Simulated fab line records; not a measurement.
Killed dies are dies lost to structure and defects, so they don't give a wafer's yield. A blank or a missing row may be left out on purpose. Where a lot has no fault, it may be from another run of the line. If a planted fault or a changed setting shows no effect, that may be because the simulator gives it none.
2 desks looking at one fault -- flow n5-finfet -- each desk holds nothing but its own numbers, with what lay behind them at the end

== METROLOGY DESK ==
What the gauges read, lot by lot, whatever tool the lot ran on: means of the sampled wafers that have a number. Marked OUT: a lot whose mean sits more than 4 standard deviations from the usual mean, which makes it out of limits; the brackets give that distance. It has 10 readings; the 7 that lie furthest out on some lot are the ones shown.
Columns: A = IOFF_N at N5_BEOL_M4_RC_MEAS_101, usual 0.164 nA/um; B = IOFF_P at N5_BEOL_M4_RC_MEAS_101, usual 0.214 nA/um; C = ION_N at N5_BEOL_M4_RC_MEAS_101, usual 673 uA/um; D = ION_P at N5_BEOL_M4_RC_MEAS_101, usual 461 uA/um; E = SS_N at N5_BEOL_M4_RC_MEAS_101, usual 71.6 mV/dec; F = VT_N at N5_BEOL_M4_RC_MEAS_101, usual 249.4 mV; G = VT_P at N5_BEOL_M4_RC_MEAS_101, usual -250.0 mV
lot,first seen here,A,B,C,D,E,F,G
L353,day 7 14:05,0.157,0.188,661,453,71.7,249.7,-252.7
L354,day 8 04:02,0.160,0.213,668,462,71.7,250.3,-249.3
L356,day 8 06:36,0.158,0.190,675,458,72.0,249.5,-251.6
L359,day 9 11:40,0.130,0.201,666,463,70.9,253.3,-249.3
L358,day 9 13:40,0.175,0.258,684,473,71.9,246.0,-244.4
L361,day 10 18:01,0.178,0.226,683,464,72.1,247.1,-249.1
L365,day 11 07:54,0.158,0.195,666,453,71.6,250.0,-251.0
L369,day 12 05:11,0.143,0.205,670,462,71.6,250.4,-249.4
L374,day 13 12:11,0.179,0.240,673,462,71.5,246.4,-248.6
Result from this desk: across the 9 lots, nothing is out of limits.

== THE TOOL OWNER'S DESK: cvd-w-01 ==
The tool's own readings at N5_HKMG_FIN_ALD_72 (deposits W, target thk 2 nm, pulse time 1 s, purge time 2 s): means of the sampled wafers that have a number, for each lot that ran on this tool. Marked OUT: a lot whose mean sits more than 4 standard deviations from the usual mean, which makes it out of limits; the brackets give that distance.
Columns: A = heater-power-w at N5_HKMG_FIN_ALD_72, usual 474 W; B = precursor-pulse-height-rel at N5_HKMG_FIN_ALD_72, usual 0.997
lot,first seen here,A,B
L353,day 4 06:32,452,0.983
L359,day 5 20:33,430,1.003
L365,day 7 14:26,468,1.005
Result from this desk: across the 3 lots, nothing is out of limits.

== PUT TOGETHER ==
Nothing out of limits was seen by the metrology desk.
The desk of the tool owner found nothing out of limits.

== WHAT THE SIMULATOR HAD PUT IN ==
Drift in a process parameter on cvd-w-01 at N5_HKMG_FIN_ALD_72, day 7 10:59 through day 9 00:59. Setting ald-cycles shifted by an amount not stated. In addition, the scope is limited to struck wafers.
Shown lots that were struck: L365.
